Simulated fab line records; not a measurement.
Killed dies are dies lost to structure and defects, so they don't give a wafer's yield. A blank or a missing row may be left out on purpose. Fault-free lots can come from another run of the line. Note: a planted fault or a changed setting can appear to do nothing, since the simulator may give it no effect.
What tool caused it?	flow nand_harc	14 lots, 42 wafers sampled, at 5 steps of a route of 1159

## WHAT EACH GAUGE READ, for each wafer
NHARC_P_M0_CD_MEAS_09: target cd 90 nm. Usual: cd_nm 89.8 nm, standard deviation 0.68.
lot	measured	on	cd_nm (nm)	flag
L428	day 5 20:58	cd_sem-03	90.5 90.3 90.8	
L427	day 5 21:28	cd_sem-01	89.7 89.5 88.6	
L430	day 6 05:10	cd_sem-01	89.9 91.5 89.5	
L429	day 6 14:42	cd_sem-03	90.7 90.7 90.4	
L433	day 7 00:20	cd_sem-02	89.8 90.0 90.2	
L431	day 7 01:07	cd_sem-03	89.6 90.2 88.9	
L432	day 7 02:05	cd_sem-01	90.1 90.2 90.8	
L438	day 8 09:33	cd_sem-01	103.5 90.3 90.7	OFF
L443	day 9 17:22	cd_sem-03	102.2 103.9 90.0	OFF
L445	day 10 12:28	cd_sem-01	90.7 89.4 89.9	
L446	day 10 19:38	cd_sem-02	88.9 89.2 89.0	
L448	day 11 00:26	cd_sem-01	90.3 89.7 90.6	
L449	day 11 09:23	cd_sem-03	89.3 89.9 89.7	
L450	day 11 17:23	cd_sem-02	90.0 90.0 90.2	

NHARC_P_M0_OVL_MEAS_10: pitch 180 nm. Usual: overlay_x_nm -0.1 nm, standard deviation 0.78; overlay_y_nm -0.1 nm, standard deviation 0.86.
lot	measured	on	overlay_x_nm (nm)	overlay_y_nm (nm)	flag
L428	day 5 21:04	overlay-01	0.6 0.6 1.0	0.3 0.0 -0.2	
L427	day 5 21:33	overlay-01	-1.5 -1.4 -1.0	-1.4 -1.7 -1.6	
L430	day 6 05:14	overlay-02	-0.2 -0.3 -0.2	0.2 -0.1 -0.1	
L429	day 6 14:47	overlay-01	0.7 0.7 0.3	-0.9 -0.7 -0.3	
L433	day 7 00:26	overlay-01	-0.4 -0.7 -0.4	-1.4 -1.7 -1.3	
L431	day 7 01:13	overlay-01	-1.3 -1.0 -0.4	0.4 0.2 0.9	
L432	day 7 02:10	overlay-01	1.1 1.1 1.3	1.1 0.9 1.0	
L438	day 8 09:38	overlay-01	0.6 0.3 -0.1	-0.9 -1.1 -1.3	
L443	day 9 17:27	overlay-02	-1.4 -0.9 -0.9	0.3 -0.2 0.0	
L445	day 10 12:33	overlay-01	-0.3 0.1 0.3	0.0 0.3 0.1	
L446	day 10 19:44	overlay-02	-1.0 -0.9 -1.4	-1.5 -1.2 -1.2	
L448	day 11 00:31	overlay-02	1.0 0.7 0.5	-1.3 -1.2 -0.8	
L449	day 11 09:28	overlay-02	0.0 0.2 0.4	0.1 -0.6 -0.6	
L450	day 11 17:28	overlay-01	-0.4 0.6 -0.3	-0.9 -1.0 -1.5	

## TOOL THAT RAN EACH LOT (tool first, then ch and the chambers of the sampled wafers, then the start)
lot	NHARC_P_GATE_RTA_82	NHARC_P_CONTACT_ETCH_35	NHARC_P_M0_PEB_07
L428	rtp_anneal-01 ch 0, day 5 14:51	rie_diel-10 ch 0,1,3, day 5 16:55	litho_track-06 ch 0, day 5 20:53
L427	rtp_anneal-01 ch 0, day 5 15:10	rie_diel-10 ch 0,1,2, day 5 17:19	litho_track-01 ch 0, day 5 21:23
L430	rtp_anneal-01 ch 0, day 5 23:20	rie_diel-04 ch 0,2, day 6 01:16	litho_track-04 ch 0, day 6 05:04
L429	rtp_anneal-02 ch 0, day 6 01:41	rie_diel-04 ch 0,1, day 6 03:47	litho_track-04 ch 0, day 6 14:37
L433	rtp_anneal-02 ch 0, day 6 18:19	rie_diel-10 ch 1,2,3, day 6 20:23	litho_track-06 ch 0, day 7 00:16
L431	rtp_anneal-01 ch 0, day 6 19:05	rie_diel-10 ch 0,1, day 6 21:02	litho_track-01 ch 0, day 7 01:02
L432	rtp_anneal-01 ch 0, day 6 19:43	rie_diel-10 ch 0,3, day 6 21:41	litho_track-06 ch 0, day 7 02:01
L438	rtp_anneal-02 ch 0, day 8 03:27	rie_diel-10 ch 2,3, day 8 05:32	litho_track-06 ch 0, day 8 09:28
L443	rtp_anneal-02 ch 0, day 9 08:43	rie_diel-10 ch 2,3, day 9 11:13	litho_track-06 ch 0, day 9 17:17
L445	rtp_anneal-01 ch 0, day 10 00:10	rie_diel-04 ch 1,2,3, day 10 02:06	litho_track-04 ch 0, day 10 12:23
L446	rtp_anneal-01 ch 0, day 10 09:13	rie_diel-04 ch 1,2,3, day 10 11:17	litho_track-01 ch 0, day 10 19:34
L448	rtp_anneal-02 ch 0, day 10 18:29	rie_diel-04 ch 0,1,3, day 10 20:32	litho_track-01 ch 0, day 11 00:22
L449	rtp_anneal-01 ch 0, day 10 23:13	rie_diel-04 ch 0,2,3, day 11 01:25	litho_track-04 ch 0, day 11 09:17
L450	rtp_anneal-01 ch 0, day 11 09:24	rie_diel-10 ch 0,2,3, day 11 11:34	litho_track-04 ch 0, day 11 17:17
- NHARC_P_GATE_RTA_82: time 30 s.
- NHARC_P_CONTACT_ETCH_35: etches the open film in CF4, target depth 39 nm, time 65 s.
- NHARC_P_M0_PEB_07: peb time 65 s.

## AS READ BY THE TOOLS THEMSELVES (means over the sampled wafers that have a number; for cases with no such wafer, the mark the record gives instead)
NHARC_P_GATE_RTA_82. Usual: lamp_power_pct 4.149 %, standard deviation 0.02; wafer_temp_C_max 451.9, standard deviation 0.42.
lot	tool	lamp_power_pct (%)	wafer_temp_C_max	flag
L428	rtp_anneal-01	4.137	451.8	
L427	rtp_anneal-01	4.138	451.6	
L430	rtp_anneal-01	4.140	451.7	
L429	rtp_anneal-02	4.182	452.0	
L433	rtp_anneal-02	4.178	451.9	
L431	rtp_anneal-01	4.135	451.9	
L432	rtp_anneal-01	4.138	451.8	
L438	rtp_anneal-02	4.179	452.0	
L443	rtp_anneal-02	4.182	452.1	
L445	rtp_anneal-01	4.137	451.7	
L446	rtp_anneal-01	4.140	452.2	
L448	rtp_anneal-02	4.175	451.9	
L449	rtp_anneal-01	4.140	451.9	
L450	rtp_anneal-01	4.136	451.5	

NHARC_P_CONTACT_ETCH_35. Usual: drypump_motor_current_A 6.0 A, standard deviation 0.38; oes_product_au 1.000 a.u., standard deviation 0.0077; rf_vpp_V 150.9 V, standard deviation 1.2; showerhead_plenum_p_Torr 1.74 Torr, standard deviation 0.068; throttle_valve_pct 13.284 %, standard deviation 0.0093.
lot	tool	drypump_motor_current_A (A)	oes_product_au (a.u.)	rf_vpp_V (V)	showerhead_plenum_p_Torr (Torr)	throttle_valve_pct (%)	flag
L428	rie_diel-10	5.7	1.004	150.6	1.71	13.281	
L427	rie_diel-10	5.9	0.999	151.1	1.75	13.287	
L430	rie_diel-04	5.7	1.006	150.4	1.72	13.285	
L429	rie_diel-04	5.8	1.001	151.1	1.71	13.282	
L433	rie_diel-10	6.0	1.002	150.8	1.77	13.274	
L431	rie_diel-10	5.8	1.000	150.7	1.71	13.286	
L432	rie_diel-10	5.7	1.005	150.6	1.69	13.291	
L438	rie_diel-10	6.1	0.998	152.3	1.81	13.287	
L443	rie_diel-10	6.2	0.999	152.2	1.81	13.288	
L445	rie_diel-04	6.2	0.997	151.8	1.75	13.289	
L446	rie_diel-04	6.2	0.998	150.9	1.75	13.284	
L448	rie_diel-04	5.9	1.002	150.3	1.70	13.278	
L449	rie_diel-04	5.8	1.003	150.8	1.71	13.282	
L450	rie_diel-10	5.9	0.994	151.1	1.75	13.284	

NHARC_P_M0_PEB_07. Usual: exhaust_pa 45.1 Pa, standard deviation 0.86; heater_power_total_W 156.6 W, standard deviation 0.43.
lot	tool	exhaust_pa (Pa)	heater_power_total_W (W)	flag
L428	litho_track-06	45.6	156.3	
L427	litho_track-01	44.6	156.1	
L430	litho_track-04	45.3	156.5	
L429	litho_track-04	45.6	156.8	
L433	litho_track-06	46.0	156.3	
L431	litho_track-01	44.7	156.5	
L432	litho_track-06	44.7	156.3	
L438	litho_track-06	45.8	157.0	
L443	litho_track-06	44.0	157.0	
L445	litho_track-04	45.9	156.4	
L446	litho_track-01	45.3	156.2	
L448	litho_track-01	45.0	156.6	
L449	litho_track-04	45.4	156.8	
L450	litho_track-04	44.9	156.8	

## THE ANSWER, worked out from the rows above alone
Rule: lot off if the mean of its wafers having a number is beyond 3 standard deviations from the usual mean. Also off: a lot with no number at a reading for which 4 or more lots have one. Any other lot the step has rows for is counted as sound. The gauges are gone through in route order, then the tools' own readings, and for those a lot's mean is taken as printed above. The first step at which some lot is off is used, and at that step the reading that is off furthest; a lot without a number counts as furthest.
Off: L438, L443 (NHARC_P_M0_CD_MEAS_09, cd_nm).
A tool fits if, at a process step before that reading, it ran every lot that is off, and no sound lot after the first of them. Gauges at NHARC_P_M0_CD_MEAS_09: tried the same way as those tools. One fits: NHARC_P_M0_PEB_07 on litho_track-06. A fault onset in the window from L432 (day 7 02:01, its last sound lot) to L438 (day 8 09:28, its first lot off) fits.

## WHAT THE SIMULATOR HAD INSERTED
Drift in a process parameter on litho_track-06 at NHARC_P_M0_PEB_07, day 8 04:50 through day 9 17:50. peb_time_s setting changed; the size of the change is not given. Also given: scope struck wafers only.
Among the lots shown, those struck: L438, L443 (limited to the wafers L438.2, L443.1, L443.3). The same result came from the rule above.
